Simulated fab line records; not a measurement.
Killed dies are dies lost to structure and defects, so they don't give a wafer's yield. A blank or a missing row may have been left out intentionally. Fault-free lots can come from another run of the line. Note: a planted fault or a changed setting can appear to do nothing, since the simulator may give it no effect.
fab line records -- flow n5_finfet
[record] lots = 6, wafers = 16, last_day = 18
route steps=1938 shown BEOL_M6@1212
lots that met no fault: from a run of the same line without faults
start_h: hours from the record's first day to the start of the lot's first wafer shown -- wait_h: hours since the lot's step before -- " unchanged from the row above -- L1.1+2: several wafers, shown together as one row -- - no value present, or no start provided -- * or withheld: withheld -- < > ~ a bound
route shown NAME@n: NAME is a module with steps in the file, n the number in the route of the first one -- usual: mean and standard deviation over wafers with no fault -- same: alike in all rows -- chamber/n: place in a boat -- sites: the reading at each site -- _std_site: the standard deviation of these -- _edge_site: inner sites' mean taken away from outer sites' mean -- radius_mm: how far each site lies from the wafer's centre -- mask NAME#n: copy n -- behind: the last tool/chamber to shape the wafer -- hold: cause of the lot's hold/its duration in hours/its outcome -- device: names the non-switching transistor (n, p or np) -- end of line: the route-end tests of the same wafers -- a step given without rows: its recipe and nothing more -- killed: the dies lost at the first sort to structure and to defects; this is not the yield of the wafer -- map: per-die view of a wafer (x killed, . not killed, _ where there is no die)
set.NAME: the run value of the setting; set.NAME@STEP: its run value at that earlier step -- model.NAME: the simulator's own value behind a step, which no gauge read
lots seen at some steps along the route; tables by step, rows by wafer
services: when a tool's chamber went out of use (start_h, in hours from the record's first day, below 0 if earlier), for how many hours, and the reason
[[steps]]
[step N5_BEOL_M6_ETCH_62]
[recipe] chemistry = N2/H2, target = SOC, target_depth_a = 1100, overetch_a = 220, mask_material = SiARC, temp_c = 40, time_s = 165, ion_energy_ev = 200, pressure_mtorr = 30, source_w = 840, bias_w = 150, n2_flow_sccm = 200, h2_flow_sccm = 200
[usual] drypump_motor_current_A = 5.7/0.35, oes_product_au = 0.69/0.073, rf_fwd_power_W = 837.2/2.5, rf_vpp_V = 523.6/2.4, showerhead_plenum_p_Torr = 2.53/0.082, throttle_valve_pct = 17.69/0.17
lot.wafer,tool,chamber,start_h,wait_h,drypump_motor_current_A,oes_product_au,rf_fwd_power_W,rf_hours_counter_h,rf_vpp_V,showerhead_plenum_p_Torr,throttle_valve_pct
L992.1,rie_diel-01,0,201.93,0.0,5.2,0.81,835.8,6,520.8,2.49,17.65
L992.3,rie_diel-01,1,201.93,0.0,5.5,0.58,831.7,237,522.6,2.50,18.24
L992.6,rie_diel-01,0,201.93,0.0,5.2,0.82,838.7,-,523.0,2.49,17.65
L994.1,rie_diel-01,3,209.84,0.0,6.4,0.78,831.6,22,522.9,2.49,17.54
L994.2,rie_diel-01,1,209.84,0.0,5.5,0.58,838.1,239,523.1,2.50,18.24
L994.5,rie_diel-01,3,209.84,0.0,6.4,0.78,835.3,-,521.5,2.49,17.53
L999.2,rie_diel-01,3,254.63,0.0,6.4,0.76,839.9,40,522.4,2.48,17.58
L999.5,rie_diel-01,0,254.63,0.0,5.2,0.77,839.8,-,522.2,2.48,17.68
L999.6,rie_diel-01,3,254.63,0.0,6.4,0.75,837.0,-,520.7,2.48,17.58
L100.5,rie_diel-01,0,279.04,0.1,5.2,0.76,838.2,-,521.8,2.48,17.72
L103.2,rie_diel-01,3,281.53,0.0,6.4,0.74,833.5,50,523.0,2.48,17.58
L103.4,rie_diel-01,2,281.53,0.0,5.7,0.70,841.3,92,521.3,2.46,17.49
L103.6,rie_diel-01,1,281.53,0.0,5.5,0.79,835.5,-,523.0,2.50,17.85
L111.2,rie_diel-06,2,335.58,0.0,5.7,0.70,841.8,73,522.3,2.46,17.66
L111.3,rie_diel-06,3,335.58,0.0,6.2,0.79,835.2,23,530.1,2.71,17.72
L111.4,rie_diel-06,1,335.58,0.0,5.6,0.59,838.7,226,523.2,2.50,17.72
[step N5_BEOL_M6_STRIP_68]
[recipe] chemistry = N2/H2, temp_c = 40, n2_flow_sccm = 200, h2_flow_sccm = 200, rf_frequency_hz = 6e+07
[step N5_BEOL_M6_STRIP_67]
[recipe] chemistry = CF4, resist = SiARC, power_w = 300, bias_power_w = 75, pressure_mtorr = 50, cf4_flow_sccm = 150, rf_frequency_hz = 6e+07
[usual] drypump_motor_current_A = 5.7/0.34, oes_product_au = 0.82/0.086, rf_vpp_V = 271.0/1.5, showerhead_plenum_p_Torr = 1.78/0.051, throttle_valve_pct = 13.43/0.21
lot.wafer,tool,chamber,start_h,wait_h,drypump_motor_current_A,oes_product_au,rf_hours_counter_h,rf_vpp_V,showerhead_plenum_p_Torr,throttle_valve_pct
L992.1,rie_diel-01,0,202.08,0.0,5.2,0.96,6,268.3,1.76,13.32
L992.3,rie_diel-01,1,202.08,0.0,5.5,0.68,237,270.0,1.77,14.09
L992.6,rie_diel-01,0,202.08,0.0,5.2,0.96,-,270.5,1.76,13.34
L994.1,rie_diel-01,3,209.99,0.0,6.4,0.93,22,271.8,1.76,13.24
L994.2,rie_diel-01,1,209.99,0.0,5.5,0.68,239,272.1,1.77,14.10
L994.5,rie_diel-01,3,209.99,0.0,6.4,0.92,-,271.3,1.76,13.25
L999.2,rie_diel-01,3,254.78,0.0,6.4,0.89,40,272.5,1.75,13.28
L999.5,rie_diel-01,0,254.78,0.0,5.2,0.91,-,269.3,1.75,13.38
L999.6,rie_diel-01,3,254.78,0.0,6.4,0.89,-,272.0,1.75,13.29
L100.5,rie_diel-01,0,279.13,0.0,5.2,0.89,-,269.1,1.75,13.39
L103.2,rie_diel-01,3,281.68,0.0,6.4,0.88,50,270.0,1.75,13.33
L103.4,rie_diel-01,2,281.68,0.0,5.8,0.81,92,269.9,1.74,13.19
L103.6,rie_diel-01,1,281.68,0.0,5.5,0.93,-,270.8,1.77,13.58
L111.2,rie_diel-06,2,335.72,0.0,5.7,0.82,73,271.5,1.74,13.44
L111.3,rie_diel-06,3,335.72,0.0,6.1,0.92,23,273.5,1.90,13.27
L111.4,rie_diel-06,1,335.72,0.0,5.6,0.70,226,270.0,1.77,13.66
[step N5_BEOL_M6_HM_OPEN_17]
[recipe] chemistry = Cl2/BCl3, target_depth_a = 200, overetch_a = 60, target = TiN, mask_material = SOC, ion_energy_ev = 150, pressure_mtorr = 10, icp_w = 1000, bias_w = 126, Cl2_flow_sccm = 53.25, bcl3_flow_sccm = 21.75, Ar_flow_sccm = 25
[usual] drypump_motor_current_A = 5.7/0.36, oes_product_au = 0.67/0.085, rf_fwd_power_W = 993/3.3, throttle_valve_pct = 22.14/0.3
lot.wafer,tool,chamber,start_h,wait_h,drypump_motor_current_A,oes_product_au,rf_fwd_power_W,rf_hours_counter_h,throttle_valve_pct
L992.1,rie_metal-01,0,202.12,0.0,6.0,0.60,993,71,21.98
L992.3,rie_metal-01,1,202.12,0.0,5.5,0.65,999,-,22.56
L992.6,rie_metal-01,1,202.12,0.0,5.4,0.66,992,-,22.57
L994.1,rie_metal-01,1,210.03,0.0,5.5,0.66,999,38,22.55
L994.2,rie_metal-01,0,210.03,0.0,6.0,0.60,997,72,21.99
L994.5,rie_metal-01,1,210.03,0.0,5.4,0.66,1000,-,22.58
L999.2,rie_metal-01,1,254.82,0.0,5.4,0.64,995,42,22.59
L999.5,rie_metal-01,1,254.82,0.0,5.4,0.64,999,-,22.60
L999.6,rie_metal-01,0,254.82,0.0,5.9,0.58,994,-,21.99
L100.5,rie_metal-03,0,279.22,0.1,6.3,0.64,992,-,22.29
L103.2,rie_metal-02,1,281.72,0.0,5.9,0.60,991,78,22.36
L103.4,rie_metal-02,0,281.72,0.0,5.3,0.79,994,-,21.97
L103.6,rie_metal-02,1,281.72,0.0,5.9,0.60,988,-,22.36
L111.2,rie_metal-03,0,335.76,0.0,6.3,0.62,993,57,22.31
L111.3,rie_metal-03,1,335.76,0.0,5.4,0.74,996,-,21.71
L111.4,rie_metal-03,0,335.76,0.0,6.3,0.62,992,-,22.31
[step N5_BEOL_M6_STRIP_19]
[recipe] chemistry = O2, power_w = 400, temp_c = 40, pressure_mtorr = 30, rf_frequency_hz = 6e+07, bias_power_w = 0, overash_fraction = 0.2, o2_flow_sccm = 225
[step N5_BEOL_M6_CD_MEAS_18]
[recipe] pitch_nm = 80, target_cd_nm = 40
[usual] cd_nm = 40.1/0.49
lot.wafer,tool,chamber,start_h,wait_h,cd_nm
L992.1,cd_sem-01,-,202.30,0.0,40.3
L992.3,cd_sem-01,-,202.30,0.0,40.2
L992.6,cd_sem-01,-,202.30,0.0,39.9
L994.1,cd_sem-03,-,210.21,0.0,40.0
L994.2,cd_sem-03,-,210.21,0.0,39.6
L994.5,cd_sem-03,-,210.21,0.0,40.2
L999.2,cd_sem-02,-,255.00,0.1,40.2
L999.5,cd_sem-02,-,255.00,0.1,40.2
L999.6,cd_sem-02,-,255.00,0.1,40.4
L100.5,cd_sem-02,-,279.35,0.0,40.6
L103.2,cd_sem-02,-,281.91,0.1,41.2
L103.4,cd_sem-02,-,281.91,0.1,40.3
L103.6,cd_sem-02,-,281.91,0.1,39.6
L111.2,cd_sem-02,-,336.31,0.1,40.6
L111.3,cd_sem-02,-,336.31,0.1,40.7
L111.4,cd_sem-02,-,336.31,0.1,40.6
[step N5_BEOL_M6_COAT_63]
[recipe] resist = SOC, temp_c = 250, time_s = 60, spin_rpm = 1500, resist_thk_nm = 60
[step N5_BEOL_M6_COAT_64]
[recipe] resist = SiARC, temp_c = 220, time_s = 60, spin_rpm = 1500, resist_thk_nm = 12
[step N5_BEOL_M6_COAT_71]
[recipe] resist = underlayer, temp_c = 205, time_s = 60, spin_rpm = 1500, resist_thk_nm = 5
[step N5_BEOL_M6_COAT_22]
[recipe] resist = CAR-EUV, spin_rpm = 1500, resist_thk_nm = 30
[step N5_BEOL_M6_EBR_24]
[recipe] solvent = PGMEA, ebr_width_mm = 1.5
[step N5_BEOL_M6_SOFTBAKE_23]
[recipe] temp_c = 110, time_s = 60, resist = CAR-EUV
[step N5_BEOL_M6_EXPOSE_25]
[recipe] mask_id = V5, na = 0.33, source_shape = annular, sigma_inner = 0.4, sigma_outer = 0.8, polarization = unpolarized, target_cd_nm = 40, dose_mj = 45
[usual] exposure_dose_mJ_cm2 = 45.12/0.22
lot.wafer,tool,chamber,start_h,wait_h,mask,exposure_dose_mJ_cm2
L992.1,euv_scanner-02,0,206.06,-,V5#0,44.97
L992.3,euv_scanner-02,0,206.06,-,V5#0,44.98
L992.6,euv_scanner-02,0,206.06,-,V5#0,44.96
L994.1,euv_scanner-01,0,212.64,-,V5#0,45.41
L994.2,euv_scanner-01,0,212.64,-,V5#0,45.36
L994.5,euv_scanner-01,0,212.64,-,V5#0,45.41
L999.2,euv_scanner-02,0,255.35,-,V5#0,46.55
L999.5,euv_scanner-02,0,255.35,-,V5#0,46.52
L999.6,euv_scanner-02,0,255.35,-,V5#0,46.56
L100.5,euv_scanner-02,0,279.97,-,V5#0,46.06
L103.2,euv_scanner-01,0,282.81,-,V5#0,45.42
L103.4,euv_scanner-01,0,282.81,-,V5#0,45.41
L103.6,euv_scanner-01,0,282.81,-,V5#0,45.33
L111.2,euv_scanner-01,0,336.69,-,V5#0,45.35
L111.3,euv_scanner-01,0,336.69,-,V5#0,45.43
L111.4,euv_scanner-01,0,336.69,-,V5#0,45.38
[step N5_BEOL_M6_PEB_26]
[recipe] peb_temp_c = 100, peb_time_s = 60, resist = CAR-EUV
[step N5_BEOL_M6_DEVELOP_27]
[recipe] develop_time_s = 30, developer = TMAH, resist = CAR-EUV, rinse_liquid = surfactant_rinse, dry = air_spin, dev_temp_c = 23
[step N5_BEOL_M6_CD_MEAS_28]
[recipe] target_cd_nm = 40, landing_energy_ev = 500, detector = se_inlens
[usual] cd_nm = 40.01/0.23
lot.wafer,tool,chamber,start_h,wait_h,cd_nm
L992.1,cd_sem-03,0,206.20,-,39.97
L992.3,cd_sem-03,0,206.20,-,40.05
L992.6,cd_sem-03,0,206.20,-,40.14
L994.1,cd_sem-02,0,212.77,-,40.06
L994.2,cd_sem-02,0,212.77,-,40.31
L994.5,cd_sem-02,0,212.77,-,40.22
L999.2,cd_sem-03,0,255.48,-,41.11
L999.5,cd_sem-03,0,255.48,-,40.91
L999.6,cd_sem-03,0,255.48,-,41.33
L100.5,cd_sem-01,0,280.08,-,40.83
L103.2,cd_sem-03,0,282.94,-,39.87
L103.4,cd_sem-03,0,282.94,-,39.77
L103.6,cd_sem-03,0,282.94,-,40.03
L111.2,cd_sem-01,0,336.82,-,39.86
L111.3,cd_sem-01,0,336.82,-,39.74
L111.4,cd_sem-01,0,336.82,-,40.09
[step N5_BEOL_M6_OVL_MEAS_29]
[recipe] points_per_wafer = 522
[usual] V5_OVL = -0.3/0.69
lot.wafer,tool,chamber,start_h,wait_h,V5_OVL[nm]
L992.1,overlay-01,0,206.23,0.0,1.3
L992.3,overlay-01,0,206.23,0.0,0.3
L992.6,overlay-01,0,206.23,0.0,-0.1
L994.1,overlay-02,0,212.80,0.0,-0.5
L994.2,overlay-02,0,212.80,0.0,-0.4
L994.5,overlay-02,0,212.80,0.0,-0.2
L999.2,overlay-02,0,255.51,0.0,0.1
L999.5,overlay-02,0,255.51,0.0,-1.2
L999.6,overlay-02,0,255.51,0.0,0.2
L100.5,overlay-01,0,280.13,0.0,-1.0
L103.2,overlay-01,0,282.97,0.0,0.4
L103.4,overlay-01,0,282.97,0.0,-0.3
L103.6,overlay-01,0,282.97,0.0,-0.5
L111.2,overlay-01,0,336.86,0.0,-0.1
L111.3,overlay-01,0,336.86,0.0,-0.7
L111.4,overlay-01,0,336.86,0.0,-0.5
[step N5_BEOL_M6_INSPECT_30]
[recipe] mode = adi, inspect_instrument = brightfield
[usual] raw_defect_count = 387/92
lot.wafer,tool,chamber,start_h,wait_h,raw_defect_count
L992.1,defect_inspect-01,-,206.29,0.1,314
L992.3,defect_inspect-01,-,206.29,0.1,408
L992.6,defect_inspect-01,-,206.29,0.1,326
L994.1,defect_inspect-01,-,212.86,0.1,415
L994.2,defect_inspect-01,-,212.86,0.1,353
L994.5,defect_inspect-01,-,212.86,0.1,367
L999.2,defect_inspect-01,-,255.57,0.0,410
L999.5,defect_inspect-01,-,255.57,0.0,402
L999.6,defect_inspect-01,-,255.57,0.0,398
L100.5,defect_inspect-01,-,280.17,0.0,253
L103.2,defect_inspect-01,-,283.03,0.0,339
L103.4,defect_inspect-01,-,283.03,0.0,490
L103.6,defect_inspect-01,-,283.03,0.0,331
L111.2,defect_inspect-02,-,336.91,0.0,383
L111.3,defect_inspect-02,-,336.91,0.0,282
L111.4,defect_inspect-02,-,336.91,0.0,261
[step N5_BEOL_M6_DESCUM_33]
[recipe] chemistry = O2, time_s = 7, source_power_w = 50, bias_power_w = 20, pressure_mtorr = 20, rf_frequency_hz = 2.712e+07, temp_c = 40, resist = CAR-EUV, o2_flow_sccm = 225
[usual] drypump_motor_current_A = 5.7/0.37, oes_product_au = 0.83/0.084, rf_fwd_power_W = 49.37/0.19, rf_vpp_V = 242.8/1.3, showerhead_plenum_p_Torr = 2.08/0.07, throttle_valve_pct = 20.31/0.17
lot.wafer,tool,chamber,start_h,wait_h,drypump_motor_current_A,oes_product_au,rf_fwd_power_W,rf_hours_counter_h,rf_vpp_V,showerhead_plenum_p_Torr,throttle_valve_pct,model.BEOL_M6.cd_nm
L992.1,rie_diel-06,2,206.32,0.0,5.7,0.90,49.55,25,243.1,2.04,20.19,40.2
L992.3,rie_diel-06,1,206.32,0.0,5.6,0.73,49.43,180,242.8,2.08,20.28,40.2
L992.6,rie_diel-06,3,206.32,0.0,6.2,0.69,49.27,-,240.4,1.98,20.55,40.2
L994.1,rie_diel-02,2,212.90,0.0,5.6,0.87,49.31,49,242.5,2.04,20.14,39.8
L994.2,rie_diel-02,3,212.90,0.0,5.2,0.73,49.43,196,244.6,2.17,20.29,40
L994.5,rie_diel-02,2,212.90,0.0,5.7,0.87,49.49,-,242.7,2.04,20.16,40
L999.2,rie_diel-01,0,255.69,0.1,5.2,0.91,49.62,28,242.6,2.04,20.28,41
L999.5,rie_diel-01,3,255.69,0.1,6.4,0.89,49.47,-,243.3,2.04,20.25,41
L999.6,rie_diel-01,0,255.69,0.1,5.2,0.91,49.55,-,241.4,2.04,20.30,41
L100.5,rie_diel-02,1,280.22,0.0,5.9,0.84,49.20,-,244.8,2.04,20.24,40.6
L103.2,rie_diel-01,0,283.06,0.0,5.1,0.89,49.13,36,241.4,2.04,20.30,40
L103.4,rie_diel-01,2,283.06,0.0,5.7,0.82,49.20,92,240.6,2.04,20.12,40
L103.6,rie_diel-01,3,283.06,0.0,6.4,0.87,49.51,-,241.9,2.04,20.26,40
L111.2,rie_diel-01,0,336.94,0.0,5.2,0.87,49.50,55,241.6,2.03,20.33,40
L111.3,rie_diel-01,3,336.94,0.0,6.4,0.86,49.53,66,242.1,2.03,20.27,39.8
L111.4,rie_diel-01,1,336.94,0.0,5.5,0.89,49.44,25,240.8,2.06,20.66,40
[step N5_BEOL_M6_ETCH_72]
[recipe] chemistry = N2/H2, target = underlayer, target_depth_a = 65, mask_material = CAR-EUV, time_s = 5.2, ion_energy_ev = 200, pressure_mtorr = 30, source_w = 840, bias_w = 150, n2_flow_sccm = 200, h2_flow_sccm = 200, ends = cleared
[step N5_BEOL_M6_ETCH_65]
[recipe] chemistry = CF4, target = SiARC, target_depth_a = 156, mask_material = CAR-EUV, time_s = 26, ion_energy_ev = 80, pressure_mtorr = 40, source_w = 545, bias_w = 36, Ar_flow_sccm = 100, cf4_flow_sccm = 100, ends = cleared
[usual] drypump_motor_current_A = 5.7/0.38, etch_rf_on_time_s = 25.72/0.3, oes_product_au = 0.71/0.072, rf_fwd_power_W = 532.2/2.1, rf_vpp_V = 183.9/1.2, showerhead_plenum_p_Torr = 2.13/0.066, throttle_valve_pct = 15.46/0.16
lot.wafer,tool,chamber,start_h,wait_h,drypump_motor_current_A,etch_rf_on_time_s,oes_product_au,rf_fwd_power_W,rf_hours_counter_h,rf_vpp_V,showerhead_plenum_p_Torr,throttle_valve_pct
L992.1,rie_diel-06,2,206.37,0.0,5.7,25.37,0.77,534.0,25,183.8,2.10,15.37
L992.3,rie_diel-06,1,206.37,0.0,5.6,26.18,0.62,528.3,180,183.7,2.13,15.53
L992.6,rie_diel-06,3,206.37,0.0,6.2,25.87,0.59,533.9,-,181.8,2.03,15.76
L994.1,rie_diel-02,2,212.95,0.0,5.7,25.65,0.74,532.1,49,182.0,2.09,15.35
L994.2,rie_diel-02,3,212.95,0.0,5.2,25.56,0.62,529.8,197,184.8,2.21,15.55
L994.5,rie_diel-02,2,212.95,0.0,5.7,25.66,0.74,532.7,-,183.6,2.09,15.32
L999.2,rie_diel-01,0,255.75,0.0,5.2,25.76,0.78,531.0,28,184.3,2.09,15.45
L999.5,rie_diel-01,3,255.75,0.0,6.4,26.20,0.75,530.6,-,183.9,2.10,15.40
L999.6,rie_diel-01,0,255.75,0.0,5.2,25.63,0.78,532.5,-,185.1,2.09,15.42
L100.5,rie_diel-02,1,280.27,0.0,5.8,26.07,0.72,531.9,-,183.7,2.09,15.39
L103.2,rie_diel-01,0,283.11,0.0,5.2,25.48,0.77,531.4,36,183.0,2.09,15.46
L103.4,rie_diel-01,2,283.11,0.0,5.8,25.87,0.70,533.1,92,184.0,2.08,15.25
L103.6,rie_diel-01,3,283.11,0.0,6.4,25.89,0.75,532.9,-,182.0,2.09,15.39
L111.2,rie_diel-01,0,336.99,0.0,5.2,25.27,0.75,531.4,55,183.3,2.08,15.49
L111.3,rie_diel-01,3,336.99,0.0,6.4,25.78,0.73,531.1,66,182.1,2.09,15.43
L111.4,rie_diel-01,1,336.99,0.0,5.5,25.72,0.77,531.6,25,182.3,2.10,15.71
[step N5_BEOL_M6_ETCH_66]
[recipe] chemistry = N2/H2, target = SOC, target_depth_a = 800, overetch_a = 160, mask_material = SiARC, temp_c = 40, time_s = 120, ion_energy_ev = 200, pressure_mtorr = 30, source_w = 840, bias_w = 150, n2_flow_sccm = 200, h2_flow_sccm = 200
[usual] drypump_motor_current_A = 5.7/0.38, oes_product_au = 0.63/0.062, rf_fwd_power_W = 835.8/2.6, rf_vpp_V = 523.3/2.5, showerhead_plenum_p_Torr = 2.53/0.085, throttle_valve_pct = 17.69/0.15
lot.wafer,tool,chamber,start_h,wait_h,drypump_motor_current_A,oes_product_au,rf_fwd_power_W,rf_hours_counter_h,rf_vpp_V,showerhead_plenum_p_Torr,throttle_valve_pct
L992.1,rie_diel-06,2,206.40,0.0,5.7,0.69,838.3,25,521.4,2.48,17.57
L992.3,rie_diel-06,1,206.40,0.0,5.6,0.56,834.1,180,524.9,2.52,17.63
L992.6,rie_diel-06,3,206.40,0.0,6.2,0.53,834.8,-,519.7,2.41,18.08
L994.1,rie_diel-02,2,212.98,0.0,5.7,0.66,836.2,49,522.9,2.48,17.62
L994.2,rie_diel-02,3,212.98,0.0,5.2,0.55,834.9,197,527.3,2.64,17.72
L994.5,rie_diel-02,2,212.98,0.0,5.7,0.66,831.6,-,522.7,2.48,17.62
L999.2,rie_diel-01,0,255.77,0.0,5.2,0.69,833.3,28,522.1,2.48,17.70
L999.5,rie_diel-01,3,255.77,0.0,6.4,0.68,836.1,-,521.0,2.48,17.56
L999.6,rie_diel-01,0,255.77,0.0,5.2,0.69,836.5,-,521.7,2.48,17.68
L100.5,rie_diel-02,1,280.32,0.0,5.9,0.64,836.6,-,522.0,2.48,17.66
L103.2,rie_diel-01,0,283.14,0.0,5.2,0.68,835.6,36,522.4,2.48,17.70
L103.4,rie_diel-01,2,283.14,0.0,5.7,0.63,837.0,92,522.7,2.46,17.47
L103.6,rie_diel-01,3,283.14,0.0,6.4,0.67,835.9,-,522.8,2.48,17.58
L111.2,rie_diel-01,0,337.02,0.0,5.2,0.66,833.0,55,520.1,2.47,17.72
L111.3,rie_diel-01,3,337.02,0.0,6.4,0.66,838.5,66,521.8,2.47,17.62
L111.4,rie_diel-01,1,337.02,0.0,5.6,0.69,836.8,25,522.2,2.49,17.90
[step N5_BEOL_M6_STRIP_69]
[recipe] chemistry = N2/H2, temp_c = 40, n2_flow_sccm = 200, h2_flow_sccm = 200, rf_frequency_hz = 6e+07
[step N5_BEOL_M6_STRIP_73]
[recipe] chemistry = N2/H2, temp_c = 40, n2_flow_sccm = 200, h2_flow_sccm = 200, rf_frequency_hz = 6e+07
[step N5_BEOL_M6_VIA_ETCH_34]
[recipe] chemistry = C4F6/O2, target = SiCOH_lowk, target_depth_a = 1263, mask_material = SOC, taper_deg = 4, time_s = 50.9, ion_energy_ev = 250, pressure_mtorr = 30, source_w = 345, bias_w = 185, Ar_flow_sccm = 300, C4F6_flow_sccm = 10, O2_flow_sccm = 10
[usual] O2_flow_sccm = 10.00/0.031, drypump_motor_current_A = 5.7/0.37, oes_product_au = 0.83/0.084, rf_fwd_power_W = 341.3/1.3, rf_vpp_V = 665/4.2, showerhead_plenum_p_Torr = 2.83/0.089, throttle_valve_pct = 20.77/0.16
lot.wafer,tool,chamber,start_h,wait_h,O2_flow_sccm,drypump_motor_current_A,oes_product_au,rf_fwd_power_W,rf_hours_counter_h,rf_vpp_V,showerhead_plenum_p_Torr,throttle_valve_pct,model.BEOL_M6.cd_nm
L992.1,rie_diel-06,2,206.50,0.0,10.01,5.7,0.90,343.4,25,657,2.79,20.70,40.2
L992.3,rie_diel-06,1,206.50,0.0,9.99,5.6,0.73,341.4,180,665,2.83,20.72,40.2
L992.6,rie_diel-06,3,206.50,0.0,10.02,6.1,0.68,341.6,-,657,2.69,20.98,40.2
L994.1,rie_diel-02,2,213.08,0.0,9.97,5.7,0.86,339.1,49,665,2.78,20.65,40
L994.2,rie_diel-02,3,213.08,0.0,10.01,5.2,0.73,343.0,197,666,2.95,20.82,39.8
L994.5,rie_diel-02,2,213.08,0.0,9.95,5.7,0.88,339.7,-,663,2.78,20.65,40
L999.2,rie_diel-01,0,255.87,0.0,10.05,5.2,0.91,342.0,28,665,2.78,20.76,40.8
L999.5,rie_diel-01,3,255.87,0.0,9.97,6.4,0.90,342.0,-,668,2.80,20.77,41
L999.6,rie_diel-01,0,255.87,0.0,10.01,5.2,0.92,341.9,-,666,2.78,20.78,40.8
L100.5,rie_diel-02,1,280.40,0.0,10.00,5.8,0.84,340.7,-,661,2.78,20.72,40.8
L103.2,rie_diel-01,0,283.24,0.0,10.02,5.2,0.90,341.2,36,664,2.78,20.78,40
L103.4,rie_diel-01,2,283.24,0.0,10.04,5.7,0.81,339.9,92,665,2.77,20.53,40
L103.6,rie_diel-01,3,283.24,0.0,10.01,6.4,0.88,343.8,-,670,2.79,20.78,39.8
L111.2,rie_diel-01,0,337.12,0.0,10.02,5.2,0.87,342.6,55,665,2.77,20.79,40
L111.3,rie_diel-01,3,337.12,0.0,10.04,6.4,0.86,343.7,67,668,2.79,20.82,39.8
L111.4,rie_diel-01,1,337.12,0.0,10.00,5.5,0.89,341.1,25,669,2.79,21.06,40.2
[step N5_BEOL_M6_STRIP_76]
[recipe] chemistry = C4F6/O2, resist = SiARC, rf_frequency_hz = 6e+07
[[services]]
tool,chamber,start_h,hours,kind
rie_diel-06,1,183.55,8.8,repair
euv_scanner-02,-,190.97,4.6,pm
euv_scanner-01,-,197.69,1.0,pm
rie_diel-02,0,212.15,22.1,repair
rie_diel-06,3,215.95,2.9,repair
euv_scanner-02,-,219.86,1.0,pm
euv_scanner-02,-,227.46,5.8,pm
rie_diel-01,1,240.61,-,clean
rie_diel-01,1,240.61,-,consumable_replace:focus_ring
rie_diel-01,1,240.61,16.8,scheduled_down
rie_diel-01,1,240.61,16.8,vent_cycle
rie_diel-06,3,242.73,-,clean
euv_scanner-01,-,244.49,0.6,repair
euv_scanner-01,-,251.63,4.6,pm
rie_metal-03,-,265.67,0.1,repair
euv_scanner-02,-,276.01,1.0,pm
rie_diel-02,2,281.00,6.7,repair
euv_scanner-02,-,282.00,4.4,repair
rie_metal-02,-,291.07,2.8,pm
rie_diel-01,2,307.95,1.8,repair
euv_scanner-01,-,309.99,1.0,pm
euv_scanner-01,-,313.31,12.0,pm
euv_scanner-02,-,325.49,0.1,repair
euv_scanner-02,-,332.16,1.0,pm
[[key]]
[first_sign] step = N5_BEOL_M6_EXPOSE_25, reading = exposure_dose_mJ_cm2, direction = up, sigmas = 5.8, usual = 45.12, struck = 46.42
[effect] step = N5_BEOL_M6_CD_MEAS_28, reading = cd_nm, direction = up, sigmas = 4.5, usual = 40.01, struck = 41.05, through = control_loop
[model_effect] step = N5_BEOL_M6_DESCUM_33, value = BEOL_M6.cd_nm, without = 40.2, struck = 40.9
[model_effect] step = N5_BEOL_M6_VIA_ETCH_34, value = BEOL_M6.cd_nm, without = 40.15, struck = 40.85
met_at N5_BEOL_M6_EXPOSE_25
struck_wafers L999.2,L999.5,L999.6,L100.5
[loop_trim] step = N5_BEOL_M6_EXPOSE_25, setting = dose, lots = L100
onset_between 206.06 255.35
[fault] kind = process_parameter_drift, tool = euv_scanner-02, chamber = -, onset_h = 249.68, steps = N5_BEOL_M6_EXPOSE_25, channel = dose_mj, offset = 1.6032, shape = step, acts_in = these_recipes_only, stated = 45
// loop_trim: a control loop set the setting to another value than it would have without faults
